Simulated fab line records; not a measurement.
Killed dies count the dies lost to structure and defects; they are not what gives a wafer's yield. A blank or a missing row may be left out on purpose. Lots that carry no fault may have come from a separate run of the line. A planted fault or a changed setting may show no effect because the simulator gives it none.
Split-lot trial || flow n5_finfet || 21 wafers read across 7 lots, on a route 1938 steps long

THE SPLIT ITSELF
At N5_BEOL_M3_COAT_22 (resist thk 30 nm), the setting spin_rpm was moved away from the recipe's 1500 rpm on 8 of the 21 wafers read, by -10.4% to +9.1%. The other wafers ran this setting at the recipe's value.

Reading taken at the split's own step.

THE READING
CAR-EUV_of_BEOL_M3_COAT_22.thk_nm (the simulator's own value, which no gauge read), in nm, at N5_BEOL_M3_COAT_22 (resist thk 30 nm). There is no usual value for it anywhere in the file. The 13 wafers here that ran the recipe average 30.0 nm, standard deviation 0.053 nm.

{"wafer": "L074.1", "tool, chamber at the split": "litho_track-04, 0", "spin_rpm as run, rpm": 1500, "against the recipe": "recipe", "CAR-EUV_of_BEOL_M3_COAT_22.thk_nm, nm": 30, "against lot-mates on the recipe": "-"}
{"wafer": "L074.6", "tool, chamber at the split": "litho_track-04, 0", "spin_rpm as run, rpm": 1500, "against the recipe": "recipe", "CAR-EUV_of_BEOL_M3_COAT_22.thk_nm, nm": 30, "against lot-mates on the recipe": "-"}
{"wafer": "L074.3", "tool, chamber at the split": "litho_track-04, 0", "spin_rpm as run, rpm": 1400, "against the recipe": "-6.7%", "CAR-EUV_of_BEOL_M3_COAT_22.thk_nm, nm": 31, "against lot-mates on the recipe": "+1.0"}
{"wafer": "L078.3", "tool, chamber at the split": "litho_track-04, 0", "spin_rpm as run, rpm": 1500, "against the recipe": "recipe", "CAR-EUV_of_BEOL_M3_COAT_22.thk_nm, nm": 30, "against lot-mates on the recipe": "-"}
{"wafer": "L078.4", "tool, chamber at the split": "litho_track-04, 0", "spin_rpm as run, rpm": 1500, "against the recipe": "recipe", "CAR-EUV_of_BEOL_M3_COAT_22.thk_nm, nm": 30, "against lot-mates on the recipe": "-"}
{"wafer": "L078.6", "tool, chamber at the split": "litho_track-04, 0", "spin_rpm as run, rpm": 1623, "against the recipe": "+8.2%", "CAR-EUV_of_BEOL_M3_COAT_22.thk_nm, nm": 28.8, "against lot-mates on the recipe": -1.2}
{"wafer": "L081.1", "tool, chamber at the split": "litho_track-04, 0", "spin_rpm as run, rpm": 1500, "against the recipe": "recipe", "CAR-EUV_of_BEOL_M3_COAT_22.thk_nm, nm": 30, "against lot-mates on the recipe": "-"}
{"wafer": "L081.4", "tool, chamber at the split": "litho_track-04, 0", "spin_rpm as run, rpm": 1637, "against the recipe": "+9.1%", "CAR-EUV_of_BEOL_M3_COAT_22.thk_nm, nm": 28.6, "against lot-mates on the recipe": -1.4}
{"wafer": "L081.6", "tool, chamber at the split": "litho_track-04, 0", "spin_rpm as run, rpm": 1637, "against the recipe": "+9.1%", "CAR-EUV_of_BEOL_M3_COAT_22.thk_nm, nm": 28.8, "against lot-mates on the recipe": -1.2}
{"wafer": "L084.2", "tool, chamber at the split": "litho_track-02, 0", "spin_rpm as run, rpm": 1500, "against the recipe": "recipe", "CAR-EUV_of_BEOL_M3_COAT_22.thk_nm, nm": 30, "against lot-mates on the recipe": "-"}
{"wafer": "L084.3", "tool, chamber at the split": "litho_track-02, 0", "spin_rpm as run, rpm": 1500, "against the recipe": "recipe", "CAR-EUV_of_BEOL_M3_COAT_22.thk_nm, nm": 30, "against lot-mates on the recipe": "-"}
{"wafer": "L084.5", "tool, chamber at the split": "litho_track-02, 0", "spin_rpm as run, rpm": 1500, "against the recipe": "recipe", "CAR-EUV_of_BEOL_M3_COAT_22.thk_nm, nm": 30, "against lot-mates on the recipe": "-"}
{"wafer": "L087.4", "tool, chamber at the split": "litho_track-04, 0", "spin_rpm as run, rpm": 1500, "against the recipe": "recipe", "CAR-EUV_of_BEOL_M3_COAT_22.thk_nm, nm": 30, "against lot-mates on the recipe": "-"}
{"wafer": "L087.5", "tool, chamber at the split": "litho_track-04, 0", "spin_rpm as run, rpm": 1500, "against the recipe": "recipe", "CAR-EUV_of_BEOL_M3_COAT_22.thk_nm, nm": 30, "against lot-mates on the recipe": "-"}
{"wafer": "L087.6", "tool, chamber at the split": "litho_track-04, 0", "spin_rpm as run, rpm": 1500, "against the recipe": "recipe", "CAR-EUV_of_BEOL_M3_COAT_22.thk_nm, nm": 30, "against lot-mates on the recipe": "-"}
{"wafer": "L093.1", "tool, chamber at the split": "litho_track-03, 0", "spin_rpm as run, rpm": 1344, "against the recipe": "-10.4%", "CAR-EUV_of_BEOL_M3_COAT_22.thk_nm, nm": 31.6, "against lot-mates on the recipe": "+1.6"}
{"wafer": "L093.2", "tool, chamber at the split": "litho_track-03, 0", "spin_rpm as run, rpm": 1344, "against the recipe": "-10.4%", "CAR-EUV_of_BEOL_M3_COAT_22.thk_nm, nm": 31.8, "against lot-mates on the recipe": "+1.8"}
{"wafer": "L093.6", "tool, chamber at the split": "litho_track-03, 0", "spin_rpm as run, rpm": 1500, "against the recipe": "recipe", "CAR-EUV_of_BEOL_M3_COAT_22.thk_nm, nm": 30, "against lot-mates on the recipe": "-"}
{"wafer": "L092.3", "tool, chamber at the split": "litho_track-03, 0", "spin_rpm as run, rpm": 1500, "against the recipe": "recipe", "CAR-EUV_of_BEOL_M3_COAT_22.thk_nm, nm": 29.8, "against lot-mates on the recipe": "-"}
{"wafer": "L092.5", "tool, chamber at the split": "litho_track-03, 0", "spin_rpm as run, rpm": 1390, "against the recipe": "-7.3%", "CAR-EUV_of_BEOL_M3_COAT_22.thk_nm, nm": 31, "against lot-mates on the recipe": "+1.2"}
{"wafer": "L092.6", "tool, chamber at the split": "litho_track-03, 0", "spin_rpm as run, rpm": 1390, "against the recipe": "-7.3%", "CAR-EUV_of_BEOL_M3_COAT_22.thk_nm, nm": 31.2, "against lot-mates on the recipe": "+1.4"}

FIT RESULTS
A straight line over all 21 wafers: CAR-EUV_of_BEOL_M3_COAT_22.thk_nm changes by -0.152 nm for each +1% of spin_rpm; r = -0.99; the points scatter about the line by 0.087 nm.
The same after taking each lot's own level away (the mean of its wafers on the recipe; 21 wafers): -0.156 nm for each +1%; r = -1.00; scatter 0.084 nm.
Per that fit: largest spin_rpm move, reading shift of 1.6 nm.
Measured against the standard deviation above, the lots' own levels, which go from 29.80 to 30.00 nm, span 3.8 times it.
The two slopes agree, so the slope changes little with the lot-to-lot level.
Check: for one of the wafers moved furthest among these (-10.4%), held out of the fit, the line's prediction against its lot-mates is +1.68 nm. Against them it came out at +1.6 nm.

THESE WAFERS: OTHER SPLITS
Note: prior to the reading, these wafers also went through further splits. Each is held against what the fit with the lots' levels taken away leaves over:
{"other split on the same wafers": "N5_BEOL_M2_DESCUM_33 time_s", "wafers away from the commonest value": 7, "r with CAR-EUV_of_BEOL_M3_COAT_22.thk_nm (lot level and that fit taken away)": "+0.37"}
{"other split on the same wafers": "N5_BEOL_M2_ETCHBACK_99 time_s", "wafers away from the commonest value": 9, "r with CAR-EUV_of_BEOL_M3_COAT_22.thk_nm (lot level and that fit taken away)": "+0.48"}
{"other split on the same wafers": "N5_BEOL_M2_ETCH_70 time_s", "wafers away from the commonest value": 8, "r with CAR-EUV_of_BEOL_M3_COAT_22.thk_nm (lot level and that fit taken away)": "+0.10"}
{"other split on the same wafers": "N5_BEOL_M3_COAT_76 spin_rpm", "wafers away from the commonest value": 5, "r with CAR-EUV_of_BEOL_M3_COAT_22.thk_nm (lot level and that fit taken away)": -0.04}

THE FILE'S OWN FIT
CAR-EUV_of_BEOL_M3_COAT_22.thk_nm changes by -0.156 nm for each +1% of spin_rpm, r = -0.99.
